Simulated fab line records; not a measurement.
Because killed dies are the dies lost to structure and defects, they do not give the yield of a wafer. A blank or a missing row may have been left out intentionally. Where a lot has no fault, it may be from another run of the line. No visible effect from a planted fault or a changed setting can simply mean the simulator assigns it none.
Split-lot experiment || flow n5-finfet || 39 wafers read from 7 lots, route of 1938 steps

## ABOUT THE SPLIT
At N5_BEOL_M11_TRENCH_ETCH_37 (etches SiCOH lowk in C4F6/O2, target depth 148.83 nm, time 48 s), the setting time-s was moved away from the recipe's 48 s on 15 of the 39 wafers read, by -54.5% to +55.9%. All remaining wafers had this setting at the recipe value.

## FROM THE SPLIT TO THE READING: what the file shows between them, 11 steps
- N5_BEOL_M11_ETCH_41: etches SiCN in CH3F/O2, target depth 42.6 nm, time 86 s
- N5_BEOL_M11_STRIP_77: strips in N2/H2, time 10 s
- N5_BEOL_M11_OCD_MEAS_38
- N5_BEOL_M11_HM_STRIP_39: strips TiN in peroxide tin strip, target depth 25 nm, time 158 s
- N5_BEOL_M11_SRD_40: time 30 s
- N5_BEOL_M11_ECD_50: material Cu, target thk 318 nm
- N5_BEOL_M11_ANNEAL_51: time 90 s
- N5_BEOL_M11_CMP_52: polishes, stops on SiCOH lowk, t overpolish 7 s, target thk 140 nm
- N5_BEOL_M11_THK_MEAS_53: measures by xrf
- N5_BEOL_M11_PRE_CLEAN_55: time 15 s
- N5_BEOL_M11_DEP_56: deposits SiCN from 3MS/NH3, target thk 30 nm, time 10.5 s

## THE READING
M11_RS in ohm/sq, measured at N5_BEOL_M11_RS_MEAS_57 by four-point-probe. On this fab line, fault-free wafers typically give 0.1527 ohm/sq with a standard deviation of 0.0026 ohm/sq.

{"wafer": "L074.1", "tool, chamber at the split": "rie-diel-06, 1", "time-s as run, s": 74.81, "against the recipe": "+55.9%", "M11_RS, ohm/sq": 0.0928, "against lot-mates on the recipe": -0.0607}
{"wafer": "L074.2", "tool, chamber at the split": "rie-diel-06, 2", "time-s as run, s": 48, "against the recipe": "recipe", "M11_RS, ohm/sq": 0.1515, "against lot-mates on the recipe": "-"}
{"wafer": "L074.3", "tool, chamber at the split": "rie-diel-06, 0", "time-s as run, s": 48, "against the recipe": "recipe", "M11_RS, ohm/sq": 0.1562, "against lot-mates on the recipe": "-"}
{"wafer": "L074.4", "tool, chamber at the split": "rie-diel-06, 3", "time-s as run, s": 74.81, "against the recipe": "+55.9%", "M11_RS, ohm/sq": 0.0913, "against lot-mates on the recipe": -0.0622}
{"wafer": "L074.5", "tool, chamber at the split": "rie-diel-06, 1", "time-s as run, s": 48, "against the recipe": "recipe", "M11_RS, ohm/sq": 0.1528, "against lot-mates on the recipe": "-"}
{"wafer": "L074.6", "tool, chamber at the split": "rie-diel-06, 2", "time-s as run, s": 74.81, "against the recipe": "+55.9%", "M11_RS, ohm/sq": 0.0905, "against lot-mates on the recipe": -0.0630}
{"wafer": "L075.2", "tool, chamber at the split": "rie-diel-06, 3", "time-s as run, s": 48, "against the recipe": "recipe", "M11_RS, ohm/sq": 0.1524, "against lot-mates on the recipe": "-"}
{"wafer": "L075.5", "tool, chamber at the split": "rie-diel-06, 0", "time-s as run, s": 48, "against the recipe": "recipe", "M11_RS, ohm/sq": 0.1585, "against lot-mates on the recipe": "-"}
{"wafer": "L075.6", "tool, chamber at the split": "rie-diel-06, 1", "time-s as run, s": 48, "against the recipe": "recipe", "M11_RS, ohm/sq": 0.1555, "against lot-mates on the recipe": "-"}
{"wafer": "L079.1", "tool, chamber at the split": "rie-diel-04, 3", "time-s as run, s": 31.17, "against the recipe": "-35.1%", "M11_RS, ohm/sq": 0.2623, "against lot-mates on the recipe": "+0.1083"}
{"wafer": "L079.2", "tool, chamber at the split": "rie-diel-04, 0", "time-s as run, s": 48, "against the recipe": "recipe", "M11_RS, ohm/sq": 0.1545, "against lot-mates on the recipe": "-"}
{"wafer": "L079.3", "tool, chamber at the split": "rie-diel-04, 2", "time-s as run, s": 31.17, "against the recipe": "-35.1%", "M11_RS, ohm/sq": 0.2629, "against lot-mates on the recipe": "+0.1089"}
{"wafer": "L079.4", "tool, chamber at the split": "rie-diel-04, 1", "time-s as run, s": 48, "against the recipe": "recipe", "M11_RS, ohm/sq": 0.1514, "against lot-mates on the recipe": "-"}
{"wafer": "L079.5", "tool, chamber at the split": "rie-diel-04, 0", "time-s as run, s": 48, "against the recipe": "recipe", "M11_RS, ohm/sq": 0.1561, "against lot-mates on the recipe": "-"}
{"wafer": "L079.6", "tool, chamber at the split": "rie-diel-04, 1", "time-s as run, s": 31.17, "against the recipe": "-35.1%", "M11_RS, ohm/sq": 0.2565, "against lot-mates on the recipe": "+0.1025"}
{"wafer": "L082.1", "tool, chamber at the split": "rie-diel-04, 1", "time-s as run, s": 28, "against the recipe": "-41.7%", "M11_RS, ohm/sq": 0.3031, "against lot-mates on the recipe": "+0.1483"}
{"wafer": "L082.2", "tool, chamber at the split": "rie-diel-04, 0", "time-s as run, s": 28, "against the recipe": "-41.7%", "M11_RS, ohm/sq": 0.3033, "against lot-mates on the recipe": "+0.1485"}
{"wafer": "L082.3", "tool, chamber at the split": "rie-diel-04, 3", "time-s as run, s": 48, "against the recipe": "recipe", "M11_RS, ohm/sq": 0.1559, "against lot-mates on the recipe": "-"}
{"wafer": "L082.4", "tool, chamber at the split": "rie-diel-04, 2", "time-s as run, s": 48, "against the recipe": "recipe", "M11_RS, ohm/sq": 0.1538, "against lot-mates on the recipe": "-"}
{"wafer": "L082.5", "tool, chamber at the split": "rie-diel-04, 0", "time-s as run, s": 28, "against the recipe": "-41.7%", "M11_RS, ohm/sq": 0.3067, "against lot-mates on the recipe": "+0.1519"}
{"wafer": "L082.6", "tool, chamber at the split": "rie-diel-04, 3", "time-s as run, s": 48, "against the recipe": "recipe", "M11_RS, ohm/sq": 0.1547, "against lot-mates on the recipe": "-"}
{"wafer": "L087.1", "tool, chamber at the split": "rie-diel-06, 2", "time-s as run, s": 48, "against the recipe": "recipe", "M11_RS, ohm/sq": 0.1501, "against lot-mates on the recipe": "-"}
{"wafer": "L087.2", "tool, chamber at the split": "rie-diel-06, 1", "time-s as run, s": 48, "against the recipe": "recipe", "M11_RS, ohm/sq": 0.1533, "against lot-mates on the recipe": "-"}
{"wafer": "L087.3", "tool, chamber at the split": "rie-diel-06, 0", "time-s as run, s": 48, "against the recipe": "recipe", "M11_RS, ohm/sq": 0.1552, "against lot-mates on the recipe": "-"}
{"wafer": "L087.4", "tool, chamber at the split": "rie-diel-06, 3", "time-s as run, s": 48, "against the recipe": "recipe", "M11_RS, ohm/sq": 0.1528, "against lot-mates on the recipe": "-"}
{"wafer": "L087.5", "tool, chamber at the split": "rie-diel-06, 3", "time-s as run, s": 48, "against the recipe": "recipe", "M11_RS, ohm/sq": 0.1516, "against lot-mates on the recipe": "-"}
{"wafer": "L087.6", "tool, chamber at the split": "rie-diel-06, 0", "time-s as run, s": 48, "against the recipe": "recipe", "M11_RS, ohm/sq": 0.1532, "against lot-mates on the recipe": "-"}
{"wafer": "L095.1", "tool, chamber at the split": "rie-diel-02, 2", "time-s as run, s": 21.86, "against the recipe": "-54.5%", "M11_RS, ohm/sq": 0.4258, "against lot-mates on the recipe": "+0.2717"}
{"wafer": "L095.2", "tool, chamber at the split": "rie-diel-02, 3", "time-s as run, s": 48, "against the recipe": "recipe", "M11_RS, ohm/sq": 0.1552, "against lot-mates on the recipe": "-"}
{"wafer": "L095.3", "tool, chamber at the split": "rie-diel-02, 0", "time-s as run, s": 21.86, "against the recipe": "-54.5%", "M11_RS, ohm/sq": 0.4192, "against lot-mates on the recipe": "+0.2651"}
{"wafer": "L095.4", "tool, chamber at the split": "rie-diel-02, 1", "time-s as run, s": 48, "against the recipe": "recipe", "M11_RS, ohm/sq": 0.1531, "against lot-mates on the recipe": "-"}
{"wafer": "L095.5", "tool, chamber at the split": "rie-diel-02, 0", "time-s as run, s": 48, "against the recipe": "recipe", "M11_RS, ohm/sq": 0.1540, "against lot-mates on the recipe": "-"}
{"wafer": "L095.6", "tool, chamber at the split": "rie-diel-02, 1", "time-s as run, s": 21.86, "against the recipe": "-54.5%", "M11_RS, ohm/sq": 0.4001, "against lot-mates on the recipe": "+0.2460"}
{"wafer": "L097.1", "tool, chamber at the split": "rie-diel-02, 2", "time-s as run, s": 57.01, "against the recipe": "+18.8%", "M11_RS, ohm/sq": 0.1239, "against lot-mates on the recipe": -0.0284}
{"wafer": "L097.2", "tool, chamber at the split": "rie-diel-02, 0", "time-s as run, s": 57.01, "against the recipe": "+18.8%", "M11_RS, ohm/sq": 0.1245, "against lot-mates on the recipe": -0.0278}
{"wafer": "L097.3", "tool, chamber at the split": "rie-diel-02, 1", "time-s as run, s": 48, "against the recipe": "recipe", "M11_RS, ohm/sq": 0.1521, "against lot-mates on the recipe": "-"}
{"wafer": "L097.4", "tool, chamber at the split": "rie-diel-02, 3", "time-s as run, s": 57.01, "against the recipe": "+18.8%", "M11_RS, ohm/sq": 0.1252, "against lot-mates on the recipe": -0.0271}
{"wafer": "L097.5", "tool, chamber at the split": "rie-diel-02, 0", "time-s as run, s": 48, "against the recipe": "recipe", "M11_RS, ohm/sq": 0.1521, "against lot-mates on the recipe": "-"}
{"wafer": "L097.6", "tool, chamber at the split": "rie-diel-02, 1", "time-s as run, s": 48, "against the recipe": "recipe", "M11_RS, ohm/sq": 0.1528, "against lot-mates on the recipe": "-"}

FIT RESULTS
A straight line over all 39 wafers: M11_RS changes by -0.00288 ohm/sq for each +1% of time-s; r = -0.90; the points scatter about the line by 0.037 ohm/sq.
The same after taking each lot's own level away (the mean of its wafers on the recipe; 39 wafers): -0.00287 ohm/sq for each +1%; r = -0.90; scatter 0.037 ohm/sq.
On that fit, the largest move of time-s shifts the reading by 0.16 ohm/sq.
From 0.15233 to 0.15547 ohm/sq: that is the span of the lots' own levels, equal to 1.2 times the standard deviation above.
Consequently the slope shifts little with the lot-to-lot level, the two slopes agreeing.
Check: with one of the wafers moved furthest among these (+55.9%) left out of the fit, the line predicts -0.155 ohm/sq for it against its lot-mates. It came out at -0.0607 ohm/sq against them.

## THE WHOLE CHAIN: every reading that the file lists as answering this split, in the file's order
{"step": "N5_BEOL_M11_TRENCH_ETCH_37", "what it does": "etches SiCOH lowk in C4F6/O2, target depth 148.83 nm, time 48 s", "reading": "BEOL_M11.feature-depth-nm (the simulator's own value, which no gauge read)", "change (the file's fit)": "+1.48 nm for each +1% of the setting", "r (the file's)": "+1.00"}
{"step": "N5_BEOL_M11_TRENCH_ETCH_37", "what it does": "etches SiCOH lowk in C4F6/O2, target depth 148.83 nm, time 48 s", "reading": "etch.depth-nm (the simulator's own value, which no gauge read)", "change (the file's fit)": "+1.48 nm for each +1% of the setting", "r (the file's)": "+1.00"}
{"step": "N5_BEOL_M11_TRENCH_ETCH_37", "what it does": "etches SiCOH lowk in C4F6/O2, target depth 148.83 nm, time 48 s", "reading": "TiN_of_BEOL_M11_HM_DEP_02.thk-nm (the simulator's own value, which no gauge read)", "change (the file's fit)": "-0.0401 nm for each +1% of the setting", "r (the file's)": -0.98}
{"step": "N5_BEOL_M11_OCD_MEAS_38", "what it does": "", "reading": "trench-depth-nm", "change (the file's fit)": "+1.48 nm for each +1% of the setting", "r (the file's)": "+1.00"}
{"step": "N5_BEOL_M11_CMP_52", "what it does": "polishes, stops on SiCOH lowk, t overpolish 7 s, target thk 140 nm", "reading": "Cu_of_BEOL_M11_ECD_50.thk-nm (the simulator's own value, which no gauge read)", "change (the file's fit)": "+1.47 nm for each +1% of the setting", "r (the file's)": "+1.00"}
{"step": "N5_BEOL_M11_THK_MEAS_53", "what it does": "measures by xrf", "reading": "M11_THK", "change (the file's fit)": "+1.47 for each +1% of the setting", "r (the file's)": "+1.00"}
{"step": "N5_BEOL_M11_RS_MEAS_57", "what it does": "measures by four-point-probe", "reading": "M11_RS", "change (the file's fit)": "-0.00299 for each +1% of the setting", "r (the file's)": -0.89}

## FILE'S OWN FIT
M11_RS changes by -0.00299 ohm/sq for each +1% of time-s, r = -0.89.
